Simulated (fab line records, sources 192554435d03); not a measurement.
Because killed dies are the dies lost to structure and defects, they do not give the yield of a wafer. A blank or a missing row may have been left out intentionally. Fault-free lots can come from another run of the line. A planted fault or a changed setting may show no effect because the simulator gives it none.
A lot that was struck, set against a sound lot | flow n5-finfet | 16 out of 1938 route steps
Sound: the wafers L720.3, L720.5, L720.6. Struck: wafers L713.1, L713.3 (left out: L713.5, a lot-mate that was not struck); the cause follows at the end.
Order at every step that has rows: each side's tool, ch and its chambers, its first start. Under that, the readings that differ: sound wafers | struck wafers | difference of the means | sigmas: that difference in standard deviations of wafers without a fault.
alike: readings whose means differ by less than 2 such deviations, and words and numbers that are the same on both sides. not compared: withheld readings, readings that some wafer has no value for, bounds like >300 that may hide the same value, and numbers for which the record gives no deviation and whose values overlap.
Wherever a step has rows on one side only, a row that says differs or no value, or a row with sigmas, the two part there. Non-overlapping numbers with no deviation appear without sigmas and do not part them. A reading that every wafer of one side lacks parts them only if that side has two wafers or more.

N5_FIN_CUT_INSPECT_10: inspects for defects (brightfield).
  sound on defect-inspect-01 at day 6 10:11; struck on defect-inspect-02 at day 4 15:30
  alike: raw-defect-count
then, 1 step without rows for these wafers: N5_FIN_CUT_DESCUM_13 (chemistry O2, time 7 s).
N5_FIN_CUT_ETCH_30: etches underlayer in N2/H2, target depth 13 nm, time 10.4 s.
  sound on rie-diel-01 ch 0,1,3, day 6 10:14; struck on rie-diel-02 ch 1,2, day 4 15:34
  reading               | sound          | struck   | difference | sigmas
  etch-rf-on-time-s (s) | 10.9 11.1 11.1 | 9.8 10.3 | -1.0       | -3
  alike: drypump-motor-current-A, oes-product-au, rf-vpp-V, showerhead-plenum-p-Torr, throttle-valve-pct
  not compared: rf-hours-counter-h
N5_FIN_CUT_ETCH_20: etches SiARC in CF4, target depth 26 nm, time 43.3 s.
  sound on rie-diel-01 ch 0,1,3, day 6 10:16; struck on rie-diel-02 ch 1,2, day 4 15:35
  alike: drypump-motor-current-A, etch-rf-on-time-s, oes-product-au, rf-vpp-V, showerhead-plenum-p-Torr, throttle-valve-pct
  not compared: rf-hours-counter-h
N5_FIN_CUT_ETCH_21: etches SOC in N2/H2, target depth 219 nm, overetch 43.8 nm, time 523.5 s.
  sound on rie-diel-01 ch 0,1,3, day 6 10:18; struck on rie-diel-02 ch 1,2, day 4 15:38
  alike: drypump-motor-current-A, oes-product-au, rf-vpp-V, showerhead-plenum-p-Torr, temp-c, throttle-valve-pct
  not compared: rf-hours-counter-h
then, 3 steps without rows for these wafers: N5_FIN_CUT_STRIP_23 (strips in N2/H2); N5_FIN_CUT_STRIP_31 (strips in N2/H2); N5_FIN_CUT_STRIP_24 (strips in CF4).
N5_FIN_CUT_CUT_ETCH_26: etches SiNx in CH3F/O2, target depth 39 nm, time 55.7 s.
  sound on rie-diel-01 ch 0,1,3, day 6 10:39; struck on rie-diel-02 ch 1,2, day 4 15:58
  alike: drypump-motor-current-A, oes-product-au, rf-vpp-V, showerhead-plenum-p-Torr, throttle-valve-pct
  not compared: rf-hours-counter-h
then, 1 step without rows for these wafers: N5_FIN_CUT_CUT_ETCH_27 (etches SiO2 in CHF3/O2, target depth 4 nm, overetch 2 nm, time 4.9 s).
N5_FIN_CUT_PRECLEAN_35: cleans in vHF, time 13.3 s.
  sound on vapor-etch-01 ch 0,1, day 6 10:55; struck on vapor-etch-02 ch 1, day 4 16:05
  reading                     | sound          | struck    | difference | sigmas
  drypump-motor-current-A (A) | 5.71 5.71 5.64 | 4.95 4.98 | -0.72      | -2
  alike: foreline-p-Torr, temp-c
then, 1 step without rows for these wafers: N5_FIN_CUT_CUT_ETCH_15 (etches Si in HBr/Cl2/O2, target depth 100 nm, bt time 10 s, time 42.4 s).
N5_FIN_CUT_CUT_ETCH_28: etches Si in HBr/Cl2/O2, target depth 6 nm, time 2.4 s.
  sound on rie-si-04 ch 2,3, day 6 11:02; struck on rie-si-05 ch 1,2, day 4 16:13
  reading                  | sound             | struck      | difference | sigmas
  oes-product-au (a.u.)    | 1.011 1.033 1.015 | 0.986 0.958 | -0.048     | -3
  model.etch.depth-nm (nm) | 6.134 6.04 6.086  | 3.918 3.782 | -2.237     |
  alike: drypump-motor-current-A, he-backside-leak-sccm, throttle-valve-pct
  not compared: rf-hours-counter-h
then, 1 step without rows for these wafers: N5_FIN_CUT_STRIP_22 (strips in N2/H2).
-- the record jumps here: 6 days lie between the struck wafers' starts before and after (it left off in module FIN_CUT and takes up again in module BEOL_M4, whose first step shown is number 1111 of the route) --
N5_BEOL_M4_RC_MEAS_101:
  sound on prober-02 ch 0, day 13 11:28; struck on prober-02 ch 0, day 10 22:46
  alike: DIBL_N, DIBL_P, IOFF_N, IOFF_P, ION_N, ION_P, SS_N, SS_P, VT_N, VT_P
N5_PASSIVATION_PROBE_49:
  the record holds rows for the sound wafers here (prober-01, day 17 16:08) but none for the struck ones

WHERE THEY PART
First at N5_FIN_CUT_ETCH_30; last, within this record, at N5_PASSIVATION_PROBE_49.

WHY: what had been put in by the simulator
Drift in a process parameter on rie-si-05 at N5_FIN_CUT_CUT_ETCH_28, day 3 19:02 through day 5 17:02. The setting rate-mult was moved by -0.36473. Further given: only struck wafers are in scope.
